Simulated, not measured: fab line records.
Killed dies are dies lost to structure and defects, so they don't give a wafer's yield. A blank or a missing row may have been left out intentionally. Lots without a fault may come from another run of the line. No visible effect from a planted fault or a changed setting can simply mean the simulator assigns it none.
Comparing a struck lot with a sound one / flow n5-finfet / 17 steps out of a route of 1938
Sound: these wafers, L775.1, L775.4, L775.5. Struck: wafer L785.1 (L785.2, L785.6, from the same lot, were not struck and are left out); the cause is given at the end.
For every step that has rows: the tool of each side, followed by ch and its chambers, followed by its first start. Under that, the readings that differ: sound wafers / struck wafers / difference of the means / sigmas: that difference in standard deviations of wafers without a fault.
alike: a reading whose means differ by less than 2 such deviations, as well as words and numbers matching on both sides. not compared: withheld readings; readings where some wafer has no value; bounds like >300 that might hide an equal value; numbers whose values overlap and for which the record gives no deviation.
A row with sigmas, a row that says differs or no value, or rows on one side alone: a step with any of these is where the two part. Numbers that don't overlap but have no deviation are shown without sigmas and don't part them. A reading missing from all wafers of one side parts the sides only when that side holds two or more wafers.

first, 3 steps without rows for these wafers: N5_BEOL_M5_ALD_86 (deposits TaN, pulse time 2 s, purge time 3 s, co reactant purge time 2 s); N5_BEOL_M5_SURFACE_TREAT_87; N5_BEOL_M5_CVD_47 (deposits Co from CCTBA/H2, target thk 3 nm, time 216 s).
N5_BEOL_M5_SPUTTER_48: material Cu, target thk 15 nm, time 27.62 s.
  sound: pvd-sputter-01 at day 8 06:08; struck: pvd-sputter-03 at day 10 21:14
  alike: throttle-valve-pct
N5_BEOL_M5_ANNEAL_49: time 1800 s.
  sound: pvd-sputter-01 at day 8 06:13; struck: pvd-sputter-03 at day 10 21:19
  alike: heater-power-w
then, 1 step without rows for these wafers: N5_BEOL_M5_SPUTTER_81 (material Cu, target thk 15 nm, time 27.62 s).
N5_BEOL_M5_ANNEAL_82: time 1800 s.
  sound: pvd-sputter-01 at day 8 07:19; struck: pvd-sputter-03 at day 10 22:24
  alike: heater-power-w
then, 3 steps without rows for these wafers: N5_BEOL_M5_SPUTTER_83 (material Cu, target thk 15 nm, time 27.62 s); N5_BEOL_M5_ANNEAL_84 (time 1800 s); N5_BEOL_M5_SPUTTER_88 (material Cu, target thk 15 nm, time 27.62 s).
N5_BEOL_M5_ANNEAL_89: time 1800 s.
  sound: pvd-sputter-01 at day 8 09:29; struck: pvd-sputter-03 at day 11 00:34
  alike: heater-power-w
then, 1 step without rows for these wafers: N5_BEOL_M5_SPUTTER_90 (material Cu, target thk 4.5 nm, time 8.29 s).
N5_BEOL_M5_ECD_50: material Cu, target thk 300 nm.
  sound on ecd-cu-01 ch 0,1, day 8 10:37; struck on ecd-cu-01 ch 0, day 11 01:42
reading=model.Cu_of_BEOL_M5_ECD_50.thk-nm (nm); sound=304.2 300.8 302.6; struck=443.4; difference=+140.9; sigmas=
N5_BEOL_M5_ANNEAL_51: time 90 s.
  sound on rtp-anneal-01 ch 0, day 8 10:41; struck on rtp-anneal-02 ch 0, day 11 01:47
  alike: wafer_temp_C_max
N5_BEOL_M5_CMP_52: polishes, stops on SiCOH lowk, t overpolish 6.9 s, target thk 62 nm.
  sound on cmp-03 ch 2,3, day 8 11:02; struck on cmp-03 ch 2, day 11 02:05
reading=time-to-endpoint-s (s); sound=68.8 60.6 66.1; struck=96.1; difference=+30.9; sigmas=+11
  alike: clearing-platen-down-force-psi, motor-current-A
N5_BEOL_M5_THK_MEAS_53: measures by xrf.
  sound: film-metro-02 at day 8 11:17; struck: film-metro-01 at day 11 02:22
  alike: M5_THK
then, 1 step without rows for these wafers: N5_PASSIVATION_PROBE_49.

WHERE THEY PART
Within this record, at N5_BEOL_M5_CMP_52 only. Later steps at which nothing parts them and some readings are alike: N5_BEOL_M5_THK_MEAS_53.

WHY: what had been put in by the simulator
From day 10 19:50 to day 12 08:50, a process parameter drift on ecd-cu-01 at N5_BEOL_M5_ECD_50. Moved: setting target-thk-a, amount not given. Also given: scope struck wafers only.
